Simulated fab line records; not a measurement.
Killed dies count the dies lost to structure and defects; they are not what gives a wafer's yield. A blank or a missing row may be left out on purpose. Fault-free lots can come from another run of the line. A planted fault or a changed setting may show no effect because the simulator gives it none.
Chamber matching | flow nand harc | 4 sister chambers for NHARC_A_SGD_CUT_DESCUM_14 on rie diel-10
The step chemistry O2, time 3 s. 14 wafers are shown with their chamber, then 7 later ones without.

== WAFERS PAIRED WITH THEIR CHAMBERS ==
wafer  | chamber | showerhead plenum p Torr (Torr) | drypump motor current A (A) | oes product au (a.u.)
L075.1 | 0       | 1.93                            | 6.0                         | 0.981
L075.2 | 3       | 1.85                            | 6.3                         | 0.995
L075.5 | 2       | 1.83                            | 5.0                         | 0.984
L079.2 | 1       | 1.85                            | 5.6                         | 0.996
L079.3 | 2       | 1.83                            | 4.9                         | 0.988
L079.5 | 3       | 1.85                            | 6.3                         | 0.998
L082.4 | 0       | 1.93                            | 6.1                         | 0.988
L082.5 | 3       | 1.85                            | 6.3                         | 1.013
L082.6 | 0       | 1.93                            | 6.0                         | 0.983
L091.1 | 2       | 1.82                            | 4.9                         | 1.002
L091.4 | 1       | 1.85                            | 5.7                         | 0.998
L091.6 | 0       | 1.93                            | 6.0                         | 0.971
L093.1 | 3       | 1.85                            | 6.3                         | 1.019
L093.4 | 1       | 1.84                            | 5.6                         | 0.983

SIGNATURES (averages over the wafers above)
reading                  | chamber 0 | chamber 1 | chamber 2 | chamber 3 | scatter within a chamber
showerhead plenum p Torr | 1.9300    | 1.8467    | 1.8267    | 1.8500    | 0.00365
drypump motor current A  | 6.025     | 5.633     | 4.933     | 6.300     | 0.0456
oes product au           | 0.98075   | 0.99233   | 0.99133   | 1.00625   | 0.00931
Rule: for a wafer and a chamber, the distance is found by dividing, reading by reading, the gap between the wafer's reading and the chamber's mean by the reading's scatter, squaring, summing and taking the root. If the next closest chamber is less than 2 further off than the closest, the wafer can't be placed; otherwise it belongs to the closest. The scatter: the root of (the sum of the squares of (reading less its chamber's mean) over the shown wafers, divided by (wafers less chambers)).

== WAFERS WHOSE CHAMBER IS MISSING ==
wafer  | showerhead plenum p Torr (Torr) | drypump motor current A (A) | oes product au (a.u.)
L093.5 | 1.93                            | 6.0                         | 0.994
L094.1 | 1.84                            | 6.3                         | 1.014
L094.3 | 1.93                            | 6.1                         | 0.990
L094.5 | 1.82                            | 4.9                         | 0.996
L095.2 | 1.82                            | 5.0                         | 0.998
L095.4 | 1.84                            | 6.3                         | 1.007
L095.5 | 1.93                            | 6.1                         | 0.981

== WHICH CHAMBER EACH WENT THROUGH ==
wafer  | from the rows above | in truth
L093.5 | 0                   | 0
L094.1 | 3                   | 3
L094.3 | 0                   | 0
L094.5 | 2                   | 2
L095.2 | 2                   | 2
L095.4 | 3                   | 3
L095.5 | 0                   | 0
Correct placement for 7 of the 7. Not placeable from these rows: 0. 0 placed wrongly.
